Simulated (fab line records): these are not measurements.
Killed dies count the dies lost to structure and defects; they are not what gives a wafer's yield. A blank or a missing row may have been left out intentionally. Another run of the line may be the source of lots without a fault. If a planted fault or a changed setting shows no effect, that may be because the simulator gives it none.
Which of the tools did it? | flow n5 finfet | 24 lots (72 wafers sampled), 1 step of a 1938-step route

## WHAT EACH GAUGE READ, for each wafer
N5_BEOL_M4_OVL_MEAS_29.
lot  | measured     | on         | V3_OVL (nm)
L074 | day 7 04:11  | overlay-01 | -1.1 -1.2 -1.0
L075 | day 7 15:26  | overlay-01 | -1.0 0.3 -1.5
L076 | day 7 23:49  | overlay-01 | -2.0 -2.0 -2.2
L077 | day 8 00:59  | overlay-01 | -0.3 -0.2 -0.7
L078 | day 8 02:25  | overlay-02 | 0.2 -0.7 0.5
L079 | day 8 11:10  | overlay-01 | 0.1 -0.7 -1.2
L080 | day 8 17:55  | overlay-01 | -0.5 -0.6 -0.5
L081 | day 9 08:12  | overlay-01 | -1.3 -1.5 -1.7
L082 | day 9 22:09  | overlay-01 | -0.5 -1.5 -1.3
L083 | day 10 09:04 | overlay-02 | 0.5 -0.5 -0.8
L084 | day 10 14:05 | overlay-02 | 1.0 0.7 0.4
L085 | day 10 16:59 | overlay-02 | 0.7 -0.9 -0.9
L086 | day 10 20:50 | overlay-01 | -0.2 -0.2 -1.2
L088 | day 10 22:04 | overlay-01 | -0.6 -0.1 -1.2
L087 | day 10 22:08 | overlay-02 | -1.5 -0.3 -1.6
L089 | day 11 05:13 | overlay-02 | -0.9 -0.9 -0.5
L090 | day 11 05:19 | overlay-01 | 0.4 -0.8 0.8
L091 | day 12 06:15 | overlay-01 | -0.2 -0.2 0.6
L092 | day 12 10:29 | overlay-01 | -1.1 -0.7 -0.4
L094 | day 12 13:07 | overlay-01 | -0.1 0.7 -0.7
L093 | day 12 13:45 | overlay-01 | -0.8 -0.8 -0.2
L095 | day 13 03:02 | overlay-02 | -0.5 0.0 0.3
L096 | day 13 06:55 | overlay-01 | -0.1 0.4 0.2
L097 | day 13 07:13 | overlay-02 | -0.1 -1.2 -2.4

## TOOL THAT RAN EACH LOT (tool first, then ch and the chambers of the sampled wafers, then the start)
The record holds no process step before these readings.

## WHAT THE TOOLS THEMSELVES READ (means of the sampled wafers that have a number; where no wafer has one, the mark that the record gives instead)
The record holds no such reading with a usual standard deviation.

## THE ANSWER, worked out from the rows above alone
Rule: usual is defined by the lots themselves. The widest of any qualifying gaps counts: lots, ordered by their means at a reading, are off when they make up no more than a third of the lots, leave a main group of 4 or more, and stand apart from it by 3 or more times the standard deviation of that group's means. A main group whose means are all the same, to the digits that the tables above print for the reading, isn't used. A lot without any number at a reading at which 4 lots or more have one is off too. Where the step has rows for the other lots, those lots are counted as sound. After the gauges, taken in route order, come the tools' own readings; for these a lot's mean is taken, as printed above. At the first step where some lot is off, the reading lying furthest off is the one used; lots without a number count as furthest.
None of the lots is off at any reading shown; this tells nothing.

## WHAT THE SIMULATOR HAD INSERTED
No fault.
